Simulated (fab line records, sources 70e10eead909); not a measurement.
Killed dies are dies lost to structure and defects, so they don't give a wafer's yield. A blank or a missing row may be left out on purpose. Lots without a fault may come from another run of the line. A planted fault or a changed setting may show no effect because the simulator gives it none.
A struck lot beside a sound one | flow nand_harc | 14 steps out of a route of 1302
Sound: wafers L827.3, L827.4, L827.5. Struck: wafers L829.3, L829.5, L829.6. The cause comes at the end.
At each step with rows: each side's tool, then ch and its chambers, then its first start. Under that, the readings that differ: sound wafers | struck wafers | difference of the means | sigmas: that difference in standard deviations of wafers without a fault.
alike: readings whose means differ by less than 2 such deviations, and words and numbers that are the same on both sides. not compared: withheld readings, readings that some wafer has no value for, bounds like >300 that may hide the same value, and numbers for which the record gives no deviation and whose values overlap.
The two part at a step that has a row with sigmas, a row that says differs or no value, or rows on one side only. Numbers that don't overlap but have no deviation are shown without sigmas and don't part them. A reading that every wafer of one side lacks parts them only if that side has two wafers or more.

NHARC_A_STAIRCASE_STRIP_274: strips in O2.
  sound on rie_diel-09 ch 1,2; struck on rie_diel-09 ch 0,1,3
  alike: drypump_motor_current_A, oes_product_au, rf_vpp_V, showerhead_plenum_p_Torr, throttle_valve_pct
  not compared: rf_hours_counter_h
then, 3 steps without rows for these wafers: NHARC_A_STAIRCASE_STRIP_275 (strips in SPM, time 900 s); NHARC_A_STAIRCASE_PRECLEAN_276 (cleans in SC1); NHARC_A_STAIRCASE_SRD_277.
NHARC_A_STAIRCASE_HM_DEP_459: deposits aC, target thk 1500 nm.
  sound on acl_dep-01 ch 0, day 22 21:47; struck on acl_dep-02 ch 0, day 24 01:06
  alike: throttle_valve_pct
NHARC_A_STAIRCASE_DEP_280: deposits SiON, target thk 30 nm.
  sound on pecvd-04 ch 0,2, day 22 23:07; struck on pecvd-02 ch 0,1, day 24 02:21
  alike: heater_power_w
then, 5 steps without rows for these wafers: NHARC_A_STAIRCASE_DEHYDRATE_281 (time 120 s); NHARC_A_STAIRCASE_HMDS_282 (time 30 s); NHARC_A_STAIRCASE_COAT_283; NHARC_A_STAIRCASE_SOFTBAKE_284 (time 170 s); NHARC_A_STAIRCASE_EBR_285.
NHARC_A_STAIRCASE_EXPOSE_286: exposes mask CHOP 100.
  sound on krf_scanner-01 ch 0, day 22 23:40; struck on krf_scanner-02 ch 0, day 24 02:50
  reading              | sound                | struck               | difference | sigmas
  exposure_dose_mJ_cm2 | 25.002 25.000 25.033 | 14.959 14.967 14.953 | -10.052    | -99 or more
  alike: mask
then, 1 step without rows for these wafers: NHARC_A_STAIRCASE_PEB_287 (peb time 130 s).
-- the record jumps here: 8 days lie between the struck wafers' starts before and after (it left off in module A_STAIRCASE and takes up again in module END, whose first step shown is number 1302 of the route) --
NHARC_END_SORT_01:
  sound on prober-01 ch 0, day 30 19:26; struck on prober-01 ch 0, day 31 23:47
  alike: killed_at_array, killed_at_other, killed_at_periphery, killed_dies, killed_open, killed_short

WHERE THEY PART
Only at NHARC_A_STAIRCASE_EXPOSE_286, within this record. Later steps at which nothing parts them and some readings are alike: NHARC_END_SORT_01.

WHY: what the simulator had put in
Process parameter drift: krf_scanner-02, from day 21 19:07 on, at NHARC_A_STAIRCASE_EXPOSE_286. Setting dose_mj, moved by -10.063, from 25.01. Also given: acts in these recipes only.
